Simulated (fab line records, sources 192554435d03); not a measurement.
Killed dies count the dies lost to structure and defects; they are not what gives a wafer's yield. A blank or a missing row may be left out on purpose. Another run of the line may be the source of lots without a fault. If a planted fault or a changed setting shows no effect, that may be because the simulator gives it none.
Split-lot study / flow n5Finfet / on a route of 1938 steps: 7 lots, 21 wafers read

## THE SPLIT
At N5_BEOL_M8_TRENCH_ETCH_37 (etches SiCOH lowk in C4F6/O2, target depth 93.478 nm, time 31.2 s), the setting timeS was moved away from the recipe's 31.2 s on 12 of the 21 wafers read, by -19.6% to +18.7%. The other wafers ran this setting at the recipe's value.

## FROM THE SPLIT TO THE READING: what the file shows between them, 11 steps
- N5_BEOL_M8_ETCH_41: etches SiCN in CH3F/O2, target depth 31.9 nm, time 57.8 s
- N5_BEOL_M8_STRIP_80: strips in N2/H2, time 10 s
- N5_BEOL_M8_OCD_MEAS_38
- N5_BEOL_M8_HM_STRIP_39: strips TiN in peroxide tin strip, target depth 25 nm, time 158 s
- N5_BEOL_M8_SRD_40: time 30 s
- N5_BEOL_M8_ECD_50: material Cu, target thk 300 nm
- N5_BEOL_M8_ANNEAL_51: time 90 s
- N5_BEOL_M8_CMP_52: polishes, stops on SiCOH lowk, t overpolish 6.9 s, target thk 80 nm
- N5_BEOL_M8_THK_MEAS_53: measures by xrf
- N5_BEOL_M8_PRE_CLEAN_55: time 15 s
- N5_BEOL_M8_DEP_56: deposits SiCN from 3MS/NH3, target thk 10 nm, time 17.5 s

## THE READING
M8_RS in ohm/sq, measured at N5_BEOL_M8_RS_MEAS_57 by four-point-probe. Fault-free wafers of this fab line usually give 0.289 ohm/sq, standard deviation 0.0091 ohm/sq.

wafer=L075.3; tool, chamber at the split=rieDiel-05, 2; timeS as run, s=37.02; against the recipe=+18.7%; M8_RS, ohm/sq=0.239; against lot-mates on the recipe=-0.045
wafer=L075.4; tool, chamber at the split=rieDiel-05, 0; timeS as run, s=31.2; against the recipe=recipe; M8_RS, ohm/sq=0.284; against lot-mates on the recipe=-
wafer=L075.5; tool, chamber at the split=rieDiel-05, 2; timeS as run, s=37.02; against the recipe=+18.7%; M8_RS, ohm/sq=0.238; against lot-mates on the recipe=-0.046
wafer=L080.2; tool, chamber at the split=rieDiel-05, 0; timeS as run, s=31.2; against the recipe=recipe; M8_RS, ohm/sq=0.270; against lot-mates on the recipe=-
wafer=L080.4; tool, chamber at the split=rieDiel-05, 2; timeS as run, s=33.76; against the recipe=+8.2%; M8_RS, ohm/sq=0.265; against lot-mates on the recipe=-0.005
wafer=L080.5; tool, chamber at the split=rieDiel-05, 3; timeS as run, s=33.76; against the recipe=+8.2%; M8_RS, ohm/sq=0.259; against lot-mates on the recipe=-0.011
wafer=L082.1; tool, chamber at the split=rieDiel-05, 3; timeS as run, s=33.08; against the recipe=+6.0%; M8_RS, ohm/sq=0.269; against lot-mates on the recipe=-0.030
wafer=L082.3; tool, chamber at the split=rieDiel-05, 0; timeS as run, s=33.08; against the recipe=+6.0%; M8_RS, ohm/sq=0.256; against lot-mates on the recipe=-0.043
wafer=L082.4; tool, chamber at the split=rieDiel-05, 1; timeS as run, s=31.2; against the recipe=recipe; M8_RS, ohm/sq=0.299; against lot-mates on the recipe=-
wafer=L086.4; tool, chamber at the split=rieDiel-06, 2; timeS as run, s=28.44; against the recipe=-8.8%; M8_RS, ohm/sq=0.340; against lot-mates on the recipe=+0.043
wafer=L086.5; tool, chamber at the split=rieDiel-06, 1; timeS as run, s=28.44; against the recipe=-8.8%; M8_RS, ohm/sq=0.348; against lot-mates on the recipe=+0.051
wafer=L086.6; tool, chamber at the split=rieDiel-06, 3; timeS as run, s=31.2; against the recipe=recipe; M8_RS, ohm/sq=0.297; against lot-mates on the recipe=-
wafer=L096.3; tool, chamber at the split=rieDiel-02, 2; timeS as run, s=33.78; against the recipe=+8.3%; M8_RS, ohm/sq=0.262; against lot-mates on the recipe=-0.029
wafer=L096.4; tool, chamber at the split=rieDiel-02, 1; timeS as run, s=31.2; against the recipe=recipe; M8_RS, ohm/sq=0.291; against lot-mates on the recipe=-
wafer=L096.5; tool, chamber at the split=rieDiel-02, 3; timeS as run, s=33.78; against the recipe=+8.3%; M8_RS, ohm/sq=0.246; against lot-mates on the recipe=-0.045
wafer=L092.2; tool, chamber at the split=rieDiel-06, 0; timeS as run, s=31.2; against the recipe=recipe; M8_RS, ohm/sq=0.278; against lot-mates on the recipe=-
wafer=L092.4; tool, chamber at the split=rieDiel-06, 3; timeS as run, s=31.2; against the recipe=recipe; M8_RS, ohm/sq=0.279; against lot-mates on the recipe=-
wafer=L092.5; tool, chamber at the split=rieDiel-06, 0; timeS as run, s=31.2; against the recipe=recipe; M8_RS, ohm/sq=0.275; against lot-mates on the recipe=-
wafer=L097.1; tool, chamber at the split=rieDiel-05, 3; timeS as run, s=31.2; against the recipe=recipe; M8_RS, ohm/sq=0.287; against lot-mates on the recipe=-
wafer=L097.3; tool, chamber at the split=rieDiel-05, 1; timeS as run, s=25.09; against the recipe=-19.6%; M8_RS, ohm/sq=0.396; against lot-mates on the recipe=+0.109
wafer=L097.5; tool, chamber at the split=rieDiel-05, 1; timeS as run, s=25.09; against the recipe=-19.6%; M8_RS, ohm/sq=0.394; against lot-mates on the recipe=+0.107

THE FIT
A straight line over all 21 wafers: M8_RS changes by -0.00432 ohm/sq for each +1% of timeS; r = -0.95; the points scatter about the line by 0.015 ohm/sq.
The same after taking each lot's own level away (the mean of its wafers on the recipe; 21 wafers): -0.00414 ohm/sq for each +1%; r = -0.94; scatter 0.015 ohm/sq.
The reading moves by 0.081 ohm/sq for the largest change in timeS, on that fit.
From 0.2700 to 0.2990 ohm/sq: that is the span of the lots' own levels, equal to 3.2 times the standard deviation above.
The two slopes are in agreement: the lot-to-lot level therefore moves the slope only a little.
Check: with one of the wafers moved furthest among these (-19.6%) left out of the fit, the line predicts +0.0814 ohm/sq for it against its lot-mates. It came out at +0.109 ohm/sq against them.

## THE WHOLE CHAIN: every reading that the file lists as answering this split, in the file's order
step=N5_BEOL_M8_TRENCH_ETCH_37; what it does=etches SiCOH lowk in C4F6/O2, target depth 93.478 nm, time 31.2 s; reading=BEOL_M8.featureDepthNm (the simulator's own value, which no gauge read); change (the file's fit)=+0.845 nm for each +1% of the setting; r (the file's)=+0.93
step=N5_BEOL_M8_TRENCH_ETCH_37; what it does=etches SiCOH lowk in C4F6/O2, target depth 93.478 nm, time 31.2 s; reading=etch.depthNm (the simulator's own value, which no gauge read); change (the file's fit)=+0.848 nm for each +1% of the setting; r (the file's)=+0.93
step=N5_BEOL_M8_OCD_MEAS_38; what it does=; reading=trenchDepthNm; change (the file's fit)=+0.852 nm for each +1% of the setting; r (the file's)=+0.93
step=N5_BEOL_M8_CMP_52; what it does=polishes, stops on SiCOH lowk, t overpolish 6.9 s, target thk 80 nm; reading=Cu_of_BEOL_M8_ECD_50.thkNm (the simulator's own value, which no gauge read); change (the file's fit)=+0.861 nm for each +1% of the setting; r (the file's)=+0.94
step=N5_BEOL_M8_THK_MEAS_53; what it does=measures by xrf; reading=M8_THK; change (the file's fit)=+0.879 for each +1% of the setting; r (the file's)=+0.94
step=N5_BEOL_M8_RS_MEAS_57; what it does=measures by four-point-probe; reading=M8_RS; change (the file's fit)=-0.00406 for each +1% of the setting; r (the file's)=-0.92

## FILE'S OWN FIT
M8_RS changes by -0.00406 ohm/sq for each +1% of timeS, r = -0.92.
